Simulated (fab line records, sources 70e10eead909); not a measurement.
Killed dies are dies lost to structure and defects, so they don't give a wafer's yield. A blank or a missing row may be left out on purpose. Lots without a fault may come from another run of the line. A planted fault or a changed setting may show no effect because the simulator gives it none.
Problem report in the 8D (eight disciplines) form, filled by code | flow nand_harc | the parts of the form that need people (team, actions taken, sign-off) are left out

1. THE PROBLEM
killed_at_array at NHARC_END_SORT_01 reads a mean of 672 on 6 wafers of 2 lots; wafers without a fault read 29 with a standard deviation of 13. That is +49 standard deviations from the usual mean.
First seen on wafer L222.1, day 23 01:42, on prober-01. The record holds 27 wafers of 9 lots with a number at this step. Rule for "out", or "out of limits": more than 4 standard deviations from the usual mean. The other wafers with a number count as sound.

2. WHAT IT IS AND WHAT IT IS NOT
question                    | is                           | is not
which readings at this step | killed_at_array, killed_dies | killed_at_periphery, killed_open
which lots                  | L222, L223                   | L209, L211, L213, L224, L226, L227, L228
which wafers of those lots  | all that have a number       | -
read on which gauges        | prober-01, prober-02         | -
when                        | from day 23 01:42            | up to then (9 sound wafers); but 12 sound wafers of L224, L226, L227, L228 came after

3. SUSPECTS, AND WHAT RULES EACH OUT
Counting: a tool at a process step up to the reading stays a suspect if it ran every lot that is out and no sound lot after the first of them.
- the gauge at NHARC_END_SORT_01: ruled out. The wafers that are out were read on 2 gauges (prober-01, prober-02).
- rie_diel-05 at NHARC_A_CHANNEL_HOLE_D1_ETCH_39 (etches the open film in N2/H2, target depth 260 nm, time 325 s): kept. It ran every lot that is out, first L222 (day 11 20:16), and no sound lot after that; its last sound lot up to then is L211 (day 8 23:52). Its own readings are out on those wafers: run_length_s.
Left after counting: rie_diel-05 at NHARC_A_CHANNEL_HOLE_D1_ETCH_39.

4. THE CAUSE (what the simulator had put in)
Process parameter drift: rie_diel-05, from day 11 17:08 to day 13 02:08, at NHARC_A_CHANNEL_HOLE_D1_ETCH_39. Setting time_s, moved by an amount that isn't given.
Counting left only this tool.

5. THE CHAIN OF EFFECTS, in route order
Each row: a reading whose mean over the struck wafers that have a number lies more than 3 standard deviations from the usual. Only readings for which the record gives a usual standard deviation are gone through. hours: the time from each lot's start at the first step in this table that gives one to its start at this step, as a median over the lots. sigmas: the change in usual standard deviations.
hours | step                            | reading         | usual   | on struck wafers | change | sigmas
0     | NHARC_A_CHANNEL_HOLE_D1_ETCH_39 | run_length_s    | 346.3 s | 205.1            | -141.2 | -99 or more
267   | NHARC_END_SORT_01               | killed_at_array | 29      | 672              | +643   | +49
267   | NHARC_END_SORT_01               | killed_dies     | 33      | 677              | +644   | +50
The process steps in it:
- NHARC_A_CHANNEL_HOLE_D1_ETCH_39: etches the open film in N2/H2, target depth 260 nm, time 325 s.

6. WHAT WOULD HAVE CAUGHT IT SOONER
In this record the first reading out of limits at a measuring or inspecting step was taken at day 23 01:42, 273 hours after the fault began at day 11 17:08.
The tool's own readings at NHARC_A_CHANNEL_HOLE_D1_ETCH_39 were out on every struck wafer that the step has a row for (run_length_s): an alarm limit on them would have fired on the first of those.
All the lots that are out (2) had begun NHARC_A_CHANNEL_HOLE_D1_ETCH_39 on rie_diel-05 by day 23 01:42. A hold on the tool at that time would have spared none of them.
